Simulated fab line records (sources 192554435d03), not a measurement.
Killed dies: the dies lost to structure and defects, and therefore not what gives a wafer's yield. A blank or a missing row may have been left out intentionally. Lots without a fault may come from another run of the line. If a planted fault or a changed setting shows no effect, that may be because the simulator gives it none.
The tool behind it: which one? || flow n5_finfet || 30 wafers from 10 lots sampled at 2 of the route's 1938 steps

== WHAT THE GAUGES READ, wafer by wafer ==
N5_PASSIVATION_OVL_MEAS_60.
{"lot": "L721", "measured": "day 14 18:19", "on": "overlay-01", "TV_OVL (nm)": "-1 -8 -8"}
{"lot": "L722", "measured": "day 14 16:26", "on": "overlay-01", "TV_OVL (nm)": "-8 -5 4"}
{"lot": "L723", "measured": "day 15 06:47", "on": "overlay-01", "TV_OVL (nm)": "0 -4 -11"}
{"lot": "L731", "measured": "day 18 04:16", "on": "overlay-01", "TV_OVL (nm)": "-3 -1 -7"}
{"lot": "L732", "measured": "day 17 06:16", "on": "overlay-01", "TV_OVL (nm)": "-7 -6 -12"}
{"lot": "L734", "measured": "day 18 16:58", "on": "overlay-01", "TV_OVL (nm)": "1 -1 -2"}
{"lot": "L738", "measured": "day 18 21:10", "on": "overlay-01", "TV_OVL (nm)": "3 10 -1"}
{"lot": "L740", "measured": "day 19 11:13", "on": "overlay-01", "TV_OVL (nm)": "-5 -3 -12"}
{"lot": "L743", "measured": "day 20 14:24", "on": "overlay-02", "TV_OVL (nm)": "-4 -12 -4"}
{"lot": "L744", "measured": "day 20 13:23", "on": "overlay-02", "TV_OVL (nm)": "-8 -4 -6"}

== WHAT TOOL EACH LOT RAN ON (gives the tool, then ch and the chambers of the sampled wafers, and finally the start) ==
{"lot": "L721", "N5_MOL_CONTACT_COAG_CMP_23": "cmp-04 ch 1,3, day 4 23:02"}
{"lot": "L722", "N5_MOL_CONTACT_COAG_CMP_23": "cmp-03 ch 0,3, day 5 01:56"}
{"lot": "L723", "N5_MOL_CONTACT_COAG_CMP_23": "cmp-04 ch 0,2,3, day 5 08:36"}
{"lot": "L731", "N5_MOL_CONTACT_COAG_CMP_23": "cmp-03 ch 0,1,2, day 7 10:02"}
{"lot": "L732", "N5_MOL_CONTACT_COAG_CMP_23": "cmp-03 ch 1,2,3, day 7 14:36"}
{"lot": "L734", "N5_MOL_CONTACT_COAG_CMP_23": "cmp-04 ch 0,2, day 8 03:50"}
{"lot": "L738", "N5_MOL_CONTACT_COAG_CMP_23": "cmp-02 ch 1,2,3, day 9 02:43"}
{"lot": "L740", "N5_MOL_CONTACT_COAG_CMP_23": "cmp-04 ch 2,3, day 9 14:54"}
{"lot": "L743", "N5_MOL_CONTACT_COAG_CMP_23": "cmp-02 ch 1,2,3, day 10 08:54"}
{"lot": "L744", "N5_MOL_CONTACT_COAG_CMP_23": "cmp-02 ch 0,2,3, day 10 19:01"}
- N5_MOL_CONTACT_COAG_CMP_23: polishes, stops on SiO2, t overpolish 1.5 s, target thk 0 nm.

== WHAT THE TOOLS THEMSELVES READ (means of the sampled wafers that have a number; where no wafer has one, the mark that the record gives instead) ==
N5_MOL_CONTACT_COAG_CMP_23.
{"lot": "L721", "tool": "cmp-04", "motor_current_A (A)": 8.1, "overpolish_run_s (s)": 1.506, "time_to_endpoint_s (s)": 6.5}
{"lot": "L722", "tool": "cmp-03", "motor_current_A (A)": 7.9, "overpolish_run_s (s)": 1.498, "time_to_endpoint_s (s)": 11.9}
{"lot": "L723", "tool": "cmp-04", "motor_current_A (A)": 8.3, "overpolish_run_s (s)": 1.507, "time_to_endpoint_s (s)": 14.3}
{"lot": "L731", "tool": "cmp-03", "motor_current_A (A)": 7.3, "overpolish_run_s (s)": 1.506, "time_to_endpoint_s (s)": 11.5}
{"lot": "L732", "tool": "cmp-03", "motor_current_A (A)": 7.6, "overpolish_run_s (s)": 1.499, "time_to_endpoint_s (s)": 10.1}
{"lot": "L734", "tool": "cmp-04", "motor_current_A (A)": 8.6, "overpolish_run_s (s)": 1.504, "time_to_endpoint_s (s)": 13.5}
{"lot": "L738", "tool": "cmp-02", "motor_current_A (A)": 8.6, "overpolish_run_s (s)": 1.512, "time_to_endpoint_s (s)": 10.2}
{"lot": "L740", "tool": "cmp-04", "motor_current_A (A)": 7.9, "overpolish_run_s (s)": 1.500, "time_to_endpoint_s (s)": 8.6}
{"lot": "L743", "tool": "cmp-02", "motor_current_A (A)": 8.8, "overpolish_run_s (s)": 1.497, "time_to_endpoint_s (s)": 9.7}
{"lot": "L744", "tool": "cmp-02", "motor_current_A (A)": 8.5, "overpolish_run_s (s)": 1.502, "time_to_endpoint_s (s)": 8.6}

== THE ANSWER, worked out from the rows above alone ==
Rule: what is usual is taken from the lots themselves. Put in order of their means at a reading, lots are off if they are a third of the lots or fewer, leave a main group of 4 or more, and stand apart from it by a gap of 3 or more times the standard deviation of the main group's means; of several such gaps the widest counts. If all means in a main group match to the digits the tables above print for the reading, that group is not used. A lot without any number at a reading at which 4 lots or more have one is off too. All remaining lots with rows at the step are treated as sound. The gauges are gone through in route order, then the tools' own readings, and for those a lot's mean is taken as printed above. At the first step where some lot is off, the reading lying furthest off is the one used; lots without a number count as furthest.
No lot is off at any reading shown: from this, nothing can be told.

== WHAT THE SIMULATOR HAD INSERTED ==
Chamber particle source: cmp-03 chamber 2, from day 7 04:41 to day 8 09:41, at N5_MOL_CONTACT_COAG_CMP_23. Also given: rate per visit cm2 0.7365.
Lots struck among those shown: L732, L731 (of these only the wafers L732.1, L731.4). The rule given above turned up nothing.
